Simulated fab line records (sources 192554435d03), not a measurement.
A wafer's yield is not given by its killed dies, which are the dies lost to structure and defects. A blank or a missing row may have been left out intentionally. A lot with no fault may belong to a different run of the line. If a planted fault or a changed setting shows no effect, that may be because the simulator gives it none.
Which tool did it? -- flow n5_finfet -- 12 lots, 36 wafers sampled, at 4 steps of a route of 1938

## WHAT THE GAUGES SHOWED, per wafer
N5_GATE_CUT_OVL_MEAS_14.
lot,measured,on,GATE_CUT_OVL (nm)
L075,day 4 22:12,overlay-01,0.8 0.9 0.5
L077,day 5 08:46,overlay-02,0.9 1.1 0.9
L079,day 5 21:29,overlay-02,-0.6 -0.1 -0.5
L081,day 6 10:52,overlay-01,0.6 -0.1 -0.2
L083,day 7 01:29,overlay-02,0.8 -0.4 1.0
L085,day 7 14:29,overlay-02,-0.5 -0.3 0.3
L087,day 7 21:52,overlay-01,-1.1 -0.3 -0.3
L089,day 8 08:16,overlay-02,0.0 -1.2 0.1
L091,day 8 19:23,overlay-01,-0.3 -1.0 -1.3
L093,day 9 05:43,overlay-02,0.4 -0.2 0.0
L095,day 9 16:25,overlay-02,0.4 0.0 1.0
L097,day 10 06:38,overlay-02,-0.7 0.9 -0.8

## EACH LOT AND THE TOOL THAT RAN IT (in order: tool; ch and the chambers of the sampled wafers; start)
lot,N5_GATE_CUT_ETCHBACK_00,N5_GATE_CUT_STRIP_59,N5_GATE_CUT_PECVD_57
L075,"rie_metal-01 ch 0,1, day 4 15:23","rie_diel-01 ch 1,3, day 4 15:44","pecvd-02 ch 0,1, day 4 21:25"
L077,"rie_metal-01 ch 0,1, day 5 05:07","rie_diel-01 ch 0,1, day 5 05:31","pecvd-03 ch 0,1, day 5 07:55"
L079,"rie_metal-02 ch 0,1, day 5 17:47","rie_diel-01 ch 0,1,3, day 5 18:09","pecvd-02 ch 0,1, day 5 20:34"
L081,"rie_metal-03 ch 0,1, day 6 07:17","rie_diel-06 ch 1,2,3, day 6 07:41","pecvd-02 ch 0,1,2, day 6 10:05"
L083,"rie_metal-03 ch 0,1, day 6 21:16","rie_diel-01 ch 0,2,3, day 6 21:46","pecvd-02 ch 1,2, day 7 00:43"
L085,"rie_metal-01 ch 0, day 7 10:32","rie_diel-01 ch 1,2,3, day 7 11:10","pecvd-02 ch 0,2, day 7 13:35"
L087,"rie_metal-01 ch 0, day 7 17:37","rie_diel-06 ch 0,1, day 7 18:17","pecvd-03 ch 0,1, day 7 20:45"
L089,"rie_metal-02 ch 0,1, day 8 04:37","rie_diel-03 ch 1,3, day 8 05:03","pecvd-02 ch 1,2, day 8 07:28"
L091,"rie_metal-01 ch 0,1, day 8 15:32","rie_diel-03 ch 0,2,3, day 8 15:55","pecvd-01 ch 0,1, day 8 18:29"
L093,"rie_metal-03 ch 0,1, day 9 01:18","rie_diel-06 ch 1,2,3, day 9 01:41","pecvd-02 ch 0,1,2, day 9 04:57"
L095,"rie_metal-03 ch 0,1, day 9 12:50","rie_diel-01 ch 0,2,3, day 9 13:14","pecvd-03 ch 0,1, day 9 15:38"
L097,"rie_metal-03 ch 0,1, day 10 02:56","rie_diel-01 ch 1,2, day 10 03:17","pecvd-01 ch 0,1, day 10 05:43"
- N5_GATE_CUT_ETCHBACK_00: etches W in SF6/Cl2.
- N5_GATE_CUT_STRIP_59: strips in N2/H2, time 20 s.
- N5_GATE_CUT_PECVD_57: deposits SiNx from SiH4/NH3/N2, target thk 21 nm.

## THE ANSWER, worked out from the rows above alone
Rule: what is usual is taken from the lots themselves. The widest of any qualifying gaps counts: lots, ordered by their means at a reading, are off when they make up no more than a third of the lots, leave a main group of 4 or more, and stand apart from it by 3 or more times the standard deviation of that group's means. Not used: any main group whose means are identical at the precision the tables above print for the reading. Also off: a lot with no number at a reading for which 4 or more lots have one. The other lots that the step has rows for count as sound.
None of the lots is off at any reading shown; this tells nothing.

## WHAT THE SIMULATOR HAD INSERTED
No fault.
